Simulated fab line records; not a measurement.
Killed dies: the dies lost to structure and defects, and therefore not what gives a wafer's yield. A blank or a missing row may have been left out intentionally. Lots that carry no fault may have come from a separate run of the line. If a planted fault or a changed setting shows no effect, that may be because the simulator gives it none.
Matching of chambers	flow nand_harc	NHARC_A_CHANNEL_HOLE_D2_ETCH_44 on rie_diel-12: 4 sister chambers
The step etches the open film in CF4/O2, target depth 140 nm, overetch 14 nm, time 77 s. 14 wafers are shown with their chamber, then 7 later ones without.

== WAFERS PAIRED WITH THEIR CHAMBERS ==
wafer	chamber	drypump_motor_current_A (A)	oes_product_au (a.u.)	rf_vpp_V (V)
L249.3	1	5.93	1.007	197.8
L249.5	3	6.14	1.005	196.0
L249.6	2	5.61	0.981	195.4
L253.1	1	5.93	0.991	197.3
L253.4	0	5.92	1.015	196.9
L253.5	2	5.67	0.982	195.6
L256.2	2	5.63	0.987	197.4
L256.3	1	5.95	1.018	198.4
L256.4	3	6.17	1.015	197.7
L257.2	0	5.91	1.004	194.8
L257.3	1	5.94	1.013	198.2
L257.6	2	5.64	0.983	195.9
L260.1	0	5.93	1.005	197.2
L260.2	1	5.93	1.011	198.3

SIGNATURES (averages over the wafers above)
reading	chamber 0	chamber 1	chamber 2	chamber 3	scatter within a chamber
drypump_motor_current_A	5.9200	5.9360	5.6375	6.1550	0.0169
oes_product_au	1.00800	1.00800	0.98325	1.01000	0.00754
rf_vpp_V	196.300	198.000	196.075	196.850	0.903
Rule: distance of a wafer from a chamber = root of the sum over the readings of ((wafer's reading minus chamber's mean) / reading's scatter) squared. If the next closest chamber is less than 2 further off than the closest, the wafer can't be placed; otherwise it belongs to the closest. The scatter: the root of (the sum of the squares of (reading less its chamber's mean) over the shown wafers, divided by (wafers less chambers)).

== WAFERS WITHOUT THEIR CHAMBER ==
wafer	drypump_motor_current_A (A)	oes_product_au (a.u.)	rf_vpp_V (V)
L260.3	5.62	0.976	197.5
L261.2	5.60	0.990	197.1
L261.3	5.92	1.011	199.0
L261.6	5.87	1.003	197.5
L262.3	6.18	1.009	195.1
L262.4	5.93	1.014	196.8
L262.5	5.92	1.001	198.3

== CHAMBER TAKEN BY EACH ==
wafer	from the rows above	in truth
L260.3	2	2
L261.2	2	2
L261.3	can't be placed: 1 or 0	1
L261.6	can't be placed: 0 or 1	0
L262.3	3	3
L262.4	can't be placed: 0 or 1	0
L262.5	can't be placed: 1 or 0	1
Correct placement for 3 of the 7. From these rows, 4 cannot be placed; in 4 the true chamber is one of the candidates. Number placed wrongly: 0.
